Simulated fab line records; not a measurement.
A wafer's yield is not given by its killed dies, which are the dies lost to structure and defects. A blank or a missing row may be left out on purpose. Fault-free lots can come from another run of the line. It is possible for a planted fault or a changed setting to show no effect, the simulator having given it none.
fab line records    flow n5_finfet
record lots=9  wafers=27  last_day=18
route steps=1938 shown HKMG_FIN@447 GATE_CUT@465 BEOL_M4@1111
lots that met no fault: taken from a fault-free run of the same line
start_h: hours from the record's first day to the start of the lot's first wafer shown    wait_h: time in hours since the lot's previous step    " as in the row above    L1.1+2: several wafers, shown together as one row    - no value present, or no start provided    * or withheld: withheld    < > ~ a bound
route shown NAME@n: a module of which the file shows steps, and the number in the route of the first    usual: mean/standard deviation of fault-free wafers    same: alike in all rows    chamber/n: place in a boat    sites: readings site by site    _std_site: standard deviation across them    _edge_site: mean of outer sites minus mean of inner sites    radius_mm: how far each site lies from the wafer's centre    mask NAME#n: copy n    behind: the last tool/chamber to shape the wafer    hold: why the lot was held/for how many hours/how that ended    device: transistor that didn't switch, given as n, p or np    end of line: the tests these same wafers got at the end of their route    step lacking rows: just its recipe    killed: dies that structure and defects cost at the first sort, which is not the same as the wafer's yield    map: the dies of a wafer, with x for killed, . for not killed, _ for no die there
set.NAME: the setting that was run; set.NAME@STEP: the one run at that earlier step    model.NAME: the simulator's own value behind a step, which no gauge read
one table for each step of the route and one row for each wafer, over a sample of lots
services: when a tool's chamber went out of use (start_h, in hours from the record's first day, below 0 if earlier), for how many hours, and the reason
## steps
# step N5_HKMG_FIN_STRIP_88
# recipe chemistry=N2/H2  power_w=2500  temp_c=300  h2_frac=0.65  time_s=360  pressure_mtorr=withheld  n2_flow_sccm=1750  h2_flow_sccm=3250
# usual drypump_motor_current_A=5.5/0.45  heater_power_w=458/37  temp_c=300.02/0.18
lot.wafer  tool             chamber  start_h  wait_h  drypump_motor_current_A  heater_power_w  rf_hours_counter_h  temp_c
L432.1     plasma_asher-02  1        75.39    0.0     5.6                      484             36                  299.90
L432.3     "                1        "        "       5.6                      466             -                   300.14
L432.5     "                1        "        "       5.6                      462             -                   300.10
L433.3     plasma_asher-01  1        85.26    0.1     5.0                      499             -                   300.55
L433.4     "                0        "        "       6.1                      394             -                   300.22
L433.6     "                0        "        "       6.1                      405             -                   300.00
L440.2     plasma_asher-02  1        131.70   0.0     5.6                      468             43                  300.10
L440.4     "                1        "        "       5.6                      477             -                   299.96
L440.6     "                0        "        "       5.5                      475             -                   299.98
L441.2     plasma_asher-02  0        134.86   0.0     5.5                      452             45                  299.85
L441.4     "                0        "        "       5.5                      450             -                   299.98
L441.5     "                0        "        "       5.5                      455             -                   299.96
L444.1     plasma_asher-01  0        158.49   0.0     6.2                      407             110                 300.01
L444.2     "                1        "        "       4.9                      487             110                 300.03
L444.5     "                0        "        "       6.1                      397             -                   300.19
L446.2     plasma_asher-01  0        167.13   0.0     6.2                      402             112                 299.95
L446.3     "                0        "        "       6.1                      401             -                   300.09
L446.5     "                1        "        "       5.0                      500             -                   300.31
L452.4     plasma_asher-02  1        202.25   0.1     5.6                      469             -                   299.72
L452.5     "                0        "        "       5.5                      471             -                   300.33
L452.6     "                1        "        "       5.6                      474             -                   300.02
L454.1     plasma_asher-01  0        218.17   0.0     6.1                      403             122                 299.75
L454.2     "                1        "        "       4.9                      493             122                 300.01
L454.3     "                1        "        "       4.9                      505             -                   300.01
L455.1     plasma_asher-02  1        218.30   0.0     5.6                      473             62                  299.91
L455.4     "                0        "        "       5.5                      475             -                   300.31
L455.5     "                1        "        "       5.6                      467             -                   300.10
# step N5_HKMG_FIN_ALD_72
# recipe material=W  target_thk_a=20  temp_c=300  pressure_torr=7.5  ald_precursor_family=WF6  ald_co_reactant=B2H6  pulse_time_s=1  purge_time_s=2  co_reactant_purge_time_s=2  co_reactant_pulse_time_s=3  ald_cycles=7
# usual heater_power_w=490/42  precursor_pulse_height_rel=1.003/0.02
# same co_reactant_pulse_time_s=3
lot.wafer  tool      chamber  start_h  wait_h  heater_power_w  precursor_pulse_height_rel
L432.1     cvd_w-02  1        77.48    0.2     457             0.974
L432.3     "         0        "        "       532             0.998
L432.5     "         1        "        "       446             1.017
L433.3     cvd_w-01  0        87.20    0.2     551             1.021
L433.4     "         1        "        "       450             1.037
L433.6     "         0        "        "       542             1.003
L440.2     cvd_w-02  1        133.63   0.2     444             1.022
L440.4     "         0        "        "       524             1.029
L440.6     "         1        "        "       445             1.007
L441.2     cvd_w-02  1        136.78   0.2     446             0.990
L441.4     "         0        "        "       534             1.033
L441.5     "         0        "        "       531             0.997
L444.1     cvd_w-02  1        160.42   0.2     460             0.999
L444.2     "         0        "        "       518             1.050
L444.5     "         1        "        "       459             0.995
L446.2     cvd_w-01  1        169.20   0.2     452             1.019
L446.3     "         0        "        "       551             1.000
L446.5     "         1        "        "       459             0.986
L452.4     cvd_w-02  1        204.11   0.2     443             0.988
L452.5     "         0        "        "       530             1.052
L452.6     "         1        "        "       447             1.010
L454.1     cvd_w-02  0        220.09   0.2     535             1.000
L454.2     "         1        "        "       441             1.004
L454.3     "         0        "        "       532             0.995
L455.1     cvd_w-01  0        220.22   0.2     548             0.972
L455.4     "         1        "        "       454             0.999
L455.5     "         0        "        "       562             1.038
# step N5_HKMG_FIN_CMP_94
# recipe stop_on=SiNx  post_cmp_clean=w_dilute_nh4oh  t_overpolish_s=4.7  down_force_psi=4  platen_rpm=50.289  pad_velocity_m_s=1.0006  target_thk_nm=43.299
# usual motor_current_A=12.3/1.1  platen_rpm=50.29/0.034
lot.wafer  tool    chamber  start_h  wait_h  motor_current_A  platen_rpm
L432.1     cmp-02  3        78.16    0.3     10.4             50.31
L432.3     "       0        "        "       11.4             50.32
L432.5     "       2        "        "       13.6             50.30
L433.4     cmp-02  0        87.87    0.3     11.4             50.26
L433.3     "       2        "        "       13.5             50.31
L433.6     "       3        "        "       10.6             50.33
L440.2     cmp-04  1        134.28   0.4     12.7             50.27
L440.4     "       3        "        "       11.7             50.25
L440.6     "       2        "        "       13.0             50.35
L441.2     cmp-03  1        137.49   0.3     12.7             50.29
L441.4     "       2        "        "       11.6             50.32
L441.5     "       0        "        "       14.3             50.30
L444.1     cmp-02  3        161.07   0.4     10.8             50.34
L444.2     "       1        "        "       11.6             50.33
L444.5     "       3        "        "       10.1             50.32
L446.2     cmp-02  2        169.88   0.3     13.4             50.31
L446.3     "       0        "        "       11.5             50.27
L446.5     "       2        "        "       13.3             50.26
L452.4     cmp-04  3        204.77   0.3     12.0             50.35
L452.5     "       2        "        "       13.0             50.36
L452.6     "       3        "        "       11.4             50.21
L454.3     cmp-02  3        220.77   0.3     10.6             50.29
L454.1     "       0        "        "       11.9             50.38
L454.2     "       1        "        "       11.1             48.26
L455.4     cmp-04  0        220.93   0.3     12.0             50.29
L455.1     "       1        "        "       13.2             50.27
L455.5     "       2        "        "       12.9             50.30
# step N5_GATE_CUT_ETCHBACK_00
# recipe chemistry=SF6/Cl2  target=W  pressure_mtorr=8  icp_w=900  bias_w=80  SF6_flow_sccm=40  Cl2_flow_sccm=60
# usual bias_w=80.02/0.25  drypump_motor_current_A=5.8/0.5  oes_product_au=0.74/0.12  throttle_valve_pct=27.47/0.25
lot.wafer  tool          chamber  start_h  wait_h  bias_w  drypump_motor_current_A  oes_product_au  rf_hours_counter_h  throttle_valve_pct
L432.1     rie_metal-01  0        78.40    0.0     79.89   6.4                      0.60            135                 27.46
L432.3     "             1        "        "       80.26   5.9                      0.87            -                   27.64
L432.5     "             1        "        "       79.84   5.9                      0.86            -                   27.62
L433.3     rie_metal-02  1        88.14    0.1     80.00   5.4                      0.93            -                   27.30
L433.4     "             0        "        "       79.53   5.7                      0.64            -                   27.74
L433.6     "             0        "        "       79.57   5.7                      0.65            -                   27.74
L440.2     rie_metal-02  0        134.55   0.0     79.92   5.7                      0.64            103                 27.75
L440.4     "             0        "        "       80.04   5.8                      0.64            -                   27.75
L440.6     "             1        "        "       79.87   5.4                      0.92            -                   27.28
L441.2     rie_metal-01  1        137.70   0.0     79.78   5.9                      0.85            20                  27.65
L441.4     "             1        "        "       80.01   5.9                      0.85            -                   27.65
L441.5     "             0        "        "       80.09   6.4                      0.59            -                   27.47
L444.1     rie_metal-01  0        161.33   0.0     79.56   6.4                      0.59            142                 27.45
L444.2     "             1        "        "       80.02   5.8                      0.83            22                  27.64
L444.5     "             1        "        "       79.99   5.9                      0.84            -                   27.65
L446.2     rie_metal-03  1        170.12   0.0     80.34   5.8                      0.62            104                 26.90
L446.3     "             1        "        "       80.21   5.8                      0.63            -                   26.92
L446.5     "             0        "        "       80.26   4.7                      0.73            -                   27.52
L452.4     rie_metal-03  1        205.04   0.1     80.24   5.8                      0.62            -                   26.92
L452.5     "             1        "        "       80.42   5.8                      0.62            -                   26.92
L452.6     "             0        "        "       79.86   4.7                      0.72            -                   27.54
L454.1     rie_metal-01  1        221.01   0.0     79.68   5.9                      0.80            29                  27.65
L454.2     "             0        "        "       80.14   6.4                      0.93            2                   27.60
L454.3     "             1        "        "       79.87   5.9                      0.80            -                   27.66
L455.1     rie_metal-02  0        221.14   0.0     79.82   5.7                      0.63            110                 27.77
L455.4     "             0        "        "       79.91   5.8                      0.63            -                   27.77
L455.5     "             0        "        "       79.69   5.7                      0.62            -                   27.77
# step N5_BEOL_M4_RC_MEAS_101
# usual DIBL_N=35.4/2.1  DIBL_P=34.8/2.6  IOFF_N=0.15/0.037  IOFF_P=0.19/0.037  ION_N=677/16  ION_P=462/9.3  SS_N=71.4/0.75  SS_P=72.9/0.77  VT_N=250/3.7  VT_P=-251/3.5
lot.wafer  tool       chamber  start_h  wait_h  DIBL_N[mV/V]  DIBL_P[mV/V]  IOFF_N[nA/um]  IOFF_P[nA/um]  ION_N[uA/um]  ION_P[uA/um]  SS_N[mV/dec]  SS_P[mV/dec]  VT_N[mV]  VT_P[mV]
L432.1     prober-01  0        183.49   0.0     35.6          34.3          0.13           0.14           654           441           71.5          72.4          255       -257
L432.3     "          0        "        "       39.3          38.9          0.22           0.20           684           455           73.0          73.8          247       -256
L432.5     "          0        "        "       37.9          37.1          0.19           0.18           686           455           72.5          73.3          249       -254
L433.3     prober-02  0        183.90   0.3     34.8          32.0          0.13           0.19           679           472           70.9          72.6          250       -248
L433.4     "          0        "        "       35.0          32.7          0.14           0.20           682           478           71.0          72.5          249       -250
L433.6     "          0        "        "       33.1          30.1          0.11           0.17           672           470           70.0          72.6          253       -251
L440.2     prober-01  0        226.06   0.2     35.4          34.8          0.16           0.21           662           463           71.6          72.6          246       -248
L440.4     "          0        "        "       33.4          32.0          0.12           0.17           666           464           71.6          72.0          251       -251
L440.6     "          0        "        "       37.0          37.2          0.20           0.26           682           465           73.0          73.6          245       -245
L441.2     prober-01  0        230.56   0.2     34.5          34.6          0.13           0.17           684           464           71.4          72.2          252       -252
L441.4     "          0        "        "       36.8          37.8          0.15           0.20           669           453           71.6          73.7          251       -255
L441.5     "          0        "        "       36.8          36.9          0.16           0.19           668           457           71.8          73.4          249       -253
L446.2     prober-01  0        255.53   0.2     33.4          32.6          0.11           0.17           661           455           71.3          72.1          254       -250
L446.3     "          0        "        "       32.9          31.6          0.10           0.15           643           453           70.7          72.0          260       -253
L446.5     "          0        "        "       36.4          34.9          0.15           0.20           652           452           72.4          72.8          253       -249
L444.1     prober-02  0        258.33   0.0     33.6          33.6          0.15           0.20           688           480           70.6          72.4          246       -248
L444.2     "          0        "        "       35.7          36.7          0.18           0.24           682           469           71.7          72.5          248       -248
L444.5     "          0        "        "       34.1          34.6          0.16           0.22           700           479           71.4          72.1          246       -250
L452.4     prober-01  0        303.34   0.5     35.9          34.1          0.13           0.15           656           449           71.6          72.8          255       -254
L452.5     "          0        "        "       39.2          39.1          0.20           0.22           709           469           72.2          74.6          245       -253
L452.6     "          0        "        "       35.8          33.8          0.13           0.14           668           445           71.5          73.2          254       -261
L455.1     prober-02  0        326.03   0.0     38.0          40.0          0.22           0.26           710           477           72.6          73.7          242       -247
L455.4     "          0        "        "       36.1          37.1          0.18           0.23           701           476           71.7          73.3          247       -250
L455.5     "          0        "        "       36.0          36.9          0.17           0.21           689           467           71.4          73.6          246       -250
L454.1     prober-01  0        327.31   0.0     35.5          35.0          0.15           0.23           676           468           71.7          73.1          254       -243
L454.2     "          0        "        "       32.7          31.9          0.11           0.18           672           472           70.3          71.7          254       -247
L454.3     "          0        "        "       35.4          36.6          0.16           0.25           688           474           71.5          72.9          249       -244
## services
tool             chamber  start_h  hours  kind
rie_metal-01     -        51.64    0.4    repair
plasma_asher-01  -        51.81    2.8    pm
cvd_w-02         -        53.33    1.0    repair
rie_metal-01     -        54.65    2.8    pm
cmp-02           -        68.55    1.1    repair
cvd_w-01         0        72.25    2.6    repair
cmp-04           -        74.39    9.3    pm
plasma_asher-02  -        84.93    11.0   repair
cvd_w-01         -        90.59    2.6    repair
rie_metal-03     0        118.19   7.1    repair
rie_metal-01     -        128.06   0.1    repair
cmp-03           -        132.68   4.0    pm
cmp-03           -        136.68   -      consumable_replace:conditioner
cmp-03           -        136.68   -      consumable_replace:pad
cvd_w-01         -        147.85   6.0    pm
cmp-04           -        157.62   7.9    pm
rie_metal-01     0        163.88   -      clean
rie_metal-01     0        163.88   36.8   scheduled_down
rie_metal-01     0        163.88   36.8   vent_cycle
cvd_w-01         -        174.50   14.6   pm
cmp-03           -        200.72   4.6    pm
rie_metal-03     1        200.76   2.8    repair
cmp-03           -        215.20   0.3    repair
cmp-03           -        218.81   6.2    pm
## key
first_sign step=N5_HKMG_FIN_CMP_94  reading=platen_rpm  direction=down  sigmas=60  usual=50.29  struck=48.26
effect none on later readings
met_at N5_HKMG_FIN_CMP_94
struck_lots L454
struck_wafers L454.2
not_acting_at N5_HKMG_FIN_STRIP_88,N5_HKMG_FIN_ALD_72,N5_GATE_CUT_ETCHBACK_00
onset_between 161.07 220.77
fault kind=process_parameter_drift  tool=cmp-02  chamber=1  onset_h=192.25  steps=N5_HKMG_FIN_CMP_94  channel=platen_rpm  offset=-2.0116  shape=step  end_h=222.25  acts_in=these_recipes_only  stated=50.289
